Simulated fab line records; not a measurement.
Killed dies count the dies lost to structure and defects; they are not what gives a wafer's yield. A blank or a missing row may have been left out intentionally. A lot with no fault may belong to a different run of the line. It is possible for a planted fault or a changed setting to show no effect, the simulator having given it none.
Matching of chambers -- flow nand-harc -- NHARC_A_STAIRCASE_ALD_415 on ald-hk-03: 4 sister chambers
The step deposits SiO2, target thk 30 nm, pulse time 6 s, ald cycles 300. 8 wafers are shown with their chamber, then 7 later ones without.

## EACH WAFER AND ITS CHAMBER
wafer,chamber,heater-power-w (W),precursor-pulse-height-rel
L154.1,1,446,1.011
L155.3,2,670,0.996
L155.5,3,455,1.020
L159.1,2,676,0.988
L159.2,1,440,1.028
L159.6,0,417,1.000
L158.1,0,405,1.001
L158.2,3,460,0.998

## WAFERS WHOSE CHAMBER IS MISSING
wafer,heater-power-w (W),precursor-pulse-height-rel
L158.3,672,1.003
L170.2,396,0.982
L170.5,448,1.003
L170.6,655,0.984
L168.1,396,1.015
L168.4,650,1.008
L168.6,472,1.026

## THE CHAMBER EACH PASSED THROUGH
wafer,from the rows above,in truth
L158.3,2,2
L170.2,0,0
L170.5,can't be placed: 3 or 1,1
L170.6,2,2
L168.1,0,0
L168.4,2,2
L168.6,3,3
6 of 7 placed correctly. Can't be placed from these rows: 1 (the true chamber is among the candidates in 1). Number placed wrongly: 0.
How it was worked out, from the rows above alone: a wafer's distance from a chamber is the root of the sum, over the readings, of the square of ((its reading less the chamber's mean) divided by the reading's scatter). If the next closest chamber is less than 2 further off than the closest, the wafer can't be placed; otherwise it belongs to the closest. Each chamber's mean is taken over the wafers shown for it. The scatter: the root of (the sum of the squares of (reading less its chamber's mean) over the shown wafers, divided by (wafers less chambers)).
